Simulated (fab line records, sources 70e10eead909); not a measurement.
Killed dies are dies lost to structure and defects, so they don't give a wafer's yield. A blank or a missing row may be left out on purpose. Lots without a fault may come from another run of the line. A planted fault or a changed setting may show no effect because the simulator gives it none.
fab line records | flow nand_harc
record lots=6 wafers=18 last_day=23
route steps=1159 shown A_ZERO_WELL@406 A_SOURCE_PLATE@413
lots that met no fault: from a run of the same line without faults
start_h: hours from the record's first day to the start of the lot's first wafer shown | wait_h: hours since the lot's step before | " the same as in the row above | L1.1+2: a row that stands for several wafers | - no value, or no start given | * or withheld: withheld | < > ~ a bound
route shown NAME@n: a module of which the file shows steps, and the number in the route of the first | usual: mean/standard deviation of fault-free wafers | same: alike in all rows | chamber/n: place in a boat | sites: the reading at each site | _std_site: their standard deviation | _edge_site: outer sites' mean less inner sites' | radius_mm: how far each site lies from the wafer's centre | mask NAME#n: copy n | behind: the tool/chamber that last shaped the wafer | hold: why the lot was held/for how many hours/how that ended | device: the transistor (n, p or np) that didn't switch | end of line: the same wafers' tests at the end of the route | a step without rows: its recipe alone | killed: dies lost to structure and defects at the first sort, not the wafer's yield | map: a wafer's dies, x killed, . not, _ none there
set.NAME: the setting as run; set.NAME@STEP: as run at that earlier step | model.NAME: the simulator's own value behind a step, which no gauge read
lots at some steps of the route; a table a step, a row a wafer
## steps
# step NHARC_A_ZERO_WELL_STRIP_14
# recipe time_s=900 temp_c=130 chemistry=SPM
# step NHARC_A_ZERO_WELL_IMPLANT_15
# recipe energy_kev=150 dose_cm2=1e+13 tilt_deg=7
# step NHARC_A_ZERO_WELL_PRECLEAN_22
# recipe time_s=60 temp_c=50 bath_age_min=0 chemistry=SC1
# step NHARC_A_ZERO_WELL_SRD_23
# step NHARC_A_ZERO_WELL_RTA_16
# recipe temp_c=1000 time_s=10
# usual lamp_power_pct=30.92/0.15 lamp_zone_7_pct=31.42/0.15 wafer_temp_C_max=1004.5/0.84
# columns lot.wafer tool chamber start_h wait_h lamp_power_pct lamp_zone_7_pct wafer_temp_C_max
L125.1 rtp_anneal-01 0 136.27 - 30.83 31.36 1004.2
L125.2 " 0 " " 30.79 31.25 1003.1
L125.6 " 0 " " 30.81 31.26 1003.5
L130.3 rtp_anneal-01 0 164.25 - 30.70 31.23 1004.4
L130.4 " 0 " " 30.70 31.24 1004.3
L130.6 " 0 " " 30.73 31.23 1004.9
L133.2 rtp_anneal-01 0 186.58 - 30.81 31.27 1004.6
L133.3 " 0 " " 30.80 31.34 1004.7
L133.6 " 0 " " 30.84 31.28 1004.8
L134.1 rtp_anneal-02 0 187.71 - 31.14 31.61 1004.3
L134.4 " 0 " " 31.15 31.64 1004.5
L134.5 " 0 " " 31.12 31.68 1004.9
L142.3 rtp_anneal-02 0 233.93 - 31.14 31.64 1004.5
L142.4 " 0 " " 31.12 31.59 1003.8
L142.6 " 0 " " 31.09 31.61 1004.5
L145.2 rtp_anneal-01 0 256.24 - 30.85 31.27 1006.2
L145.4 " 0 " " 30.80 31.32 1005.8
L145.5 " 0 " " 30.75 31.30 1004.2
# step NHARC_A_ZERO_WELL_INSPECT_17
# usual raw_defect_count=11/5.6
# columns lot.wafer tool chamber start_h wait_h raw_defect_count
L125.1 defect_inspect-01 - 136.47 0.2 23
L125.2 " - " " 14
L125.6 " - " " 18
L130.3 defect_inspect-02 - 164.39 0.1 13
L130.4 " - " " 7
L130.6 " - " " 9
L133.2 defect_inspect-02 - 186.75 0.1 14
L133.3 " - " " 4
L133.6 " - " " 10
L134.1 defect_inspect-01 - 187.90 0.2 23
L134.4 " - " " 12
L134.5 " - " " 21
L142.3 defect_inspect-02 - 234.07 0.1 9
L142.4 " - " " 5
L142.6 " - " " 7
L145.2 defect_inspect-01 - 256.41 0.1 13
L145.4 " - " " 7
L145.5 " - " " 16
# step NHARC_A_SOURCE_PLATE_PRECLEAN_00
# recipe time_s=60 chemistry=HF-LAST
# step NHARC_A_SOURCE_PLATE_SRD_01
# step NHARC_A_SOURCE_PLATE_OXIDE_02
# recipe target_thk_a=100 temp_c=900 ox_time_s=1362 material=SiO2
# step NHARC_A_SOURCE_PLATE_THK_MEAS_09
# recipe thk_meas_gauge=ellipsometry
# usual thk_nm=9.8/0.99
# columns lot.wafer tool chamber start_h wait_h thk_nm
L125.1 film_metro-01 - 143.71 0.4 10.8
L125.2 " - " " 6.3
L125.6 " - " " 10.1
L130.3 film_metro-01 - 170.46 0.4 10.7
L130.4 " - " " 10.9
L130.6 " - " " 10.8
L134.1 film_metro-01 - 194.19 0.4 10.4
L134.4 " - " " 8.4
L134.5 " - " " 9.3
L133.2 film_metro-02 - 194.19 0.4 7.9
L133.3 " - " " 10.1
L133.6 " - " " 10.6
L142.3 film_metro-02 - 242.98 0.4 10.3
L142.4 " - " " 10.5
L142.6 " - " " 10.8
L145.2 film_metro-02 - 263.67 0.4 10.0
L145.4 " - " " 9.0
L145.5 " - " " 9.2
# step NHARC_A_SOURCE_PLATE_PVD_04
# recipe target_thk_a=500 material=WSi2
# step NHARC_A_SOURCE_PLATE_CVD_03
# recipe target_thk_a=2000 temp_c=620 pressure_mtorr=200 time_s=4000 material=poly-Si
# usual pressure_mtorr=199.9/0.42 run_length_s=4001.9/0.62
# columns lot.wafer tool chamber start_h wait_h pressure_mtorr run_length_s
L125.1 lpcvd_poly-04 0 146.27 - 200.3 4001.4
L125.2 " 0 " " 200.0 4001.4
L125.6 " 0 " " 200.1 4001.4
L130.3 lpcvd_poly-01 0 173.20 - 200.3 4002.2
L130.4 " 0 " " 200.1 4002.2
L130.6 " 0 " " 200.2 4002.2
L133.2 lpcvd_poly-04 - 196.75 - - -
L133.3 " - " " - -
L133.6 " - " " - -
L134.1 lpcvd_poly-04 - 196.75 - - -
L134.4 " - " " - -
L134.5 " - " " - -
L142.3 lpcvd_poly-03 0 245.55 - 200.1 4002.5
L142.4 " 0 " " 200.6 4002.5
L142.6 " 0 " " 200.2 4002.5
L145.2 lpcvd_poly-04 0 266.24 - 199.7 4001.0
L145.4 " 0 " " 200.1 4001.0
L145.5 " 0 " " 200.1 4001.0
# step NHARC_A_SOURCE_PLATE_ANNEAL_05
# recipe temp_c=850 time_s=1800
# step NHARC_A_SOURCE_PLATE_THK_MEAS_06
# recipe thk_meas_gauge=ellipsometry
# usual thk_nm=199.3/2.1
# columns lot.wafer tool chamber start_h wait_h thk_nm
L125.1 film_metro-02 - 157.39 0.4 201.0
L125.2 " - " " 201.2
L125.6 " - " " 202.3
L130.3 film_metro-02 - 183.55 0.4 200.0
L130.4 " - " " 198.3
L130.6 " - " " 195.8
L134.1 film_metro-02 - 207.29 0.4 50.4
L134.4 " - " " 51.9
L134.5 " - " " 49.5
L133.2 film_metro-01 - 207.29 0.4 50.7
L133.3 " - " " 49.4
L133.6 " - " " 49.4
L142.3 film_metro-01 - 257.99 0.4 200.2
L142.4 " - " " 201.5
L142.6 " - " " 200.8
L145.2 film_metro-02 - 276.78 0.4 196.3
L145.4 " - " " 196.7
L145.5 " - " " 197.9
## key
first_sign step=NHARC_A_SOURCE_PLATE_CVD_03 reading=tool_record direction=missing
effect step=NHARC_A_SOURCE_PLATE_THK_MEAS_06 reading=thk_nm direction=down sigmas=72 usual=199.3 struck=50.2
met_at NHARC_A_SOURCE_PLATE_CVD_03
struck_wafers L133.2,L133.3,L133.6,L134.1,L134.4,L134.5
later_rows_left_out L133.2,L133.3,L133.6,L134.1,L134.4,L134.5
sort_left_out L133.2,L133.3,L133.6,L134.1,L134.4,L134.5
tester_left_out L133,L134
onset_between 146.27 196.75
fault kind=skipped_step_whole tool=lpcvd_poly-04 chamber=- onset_h=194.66 steps=NHARC_A_SOURCE_PLATE_CVD_03 scope=struck_lots_only
# tester_left_out: of these lots the tester's yield and bins aren't shown, on N5 and GAA mostly nor the transistor test; their killed dies are dies lost to structure and defects alone, not to doping, threshold or leakage, so they don't give the yield
# sort_left_out: the simulated sort isn't trusted on such a fault, so these wafers' sort isn't shown, and their yield isn't known
# later_rows_left_out: the simulator's readings of these wafers behind a module that went badly wrong aren't trusted and aren't shown, but for the sort
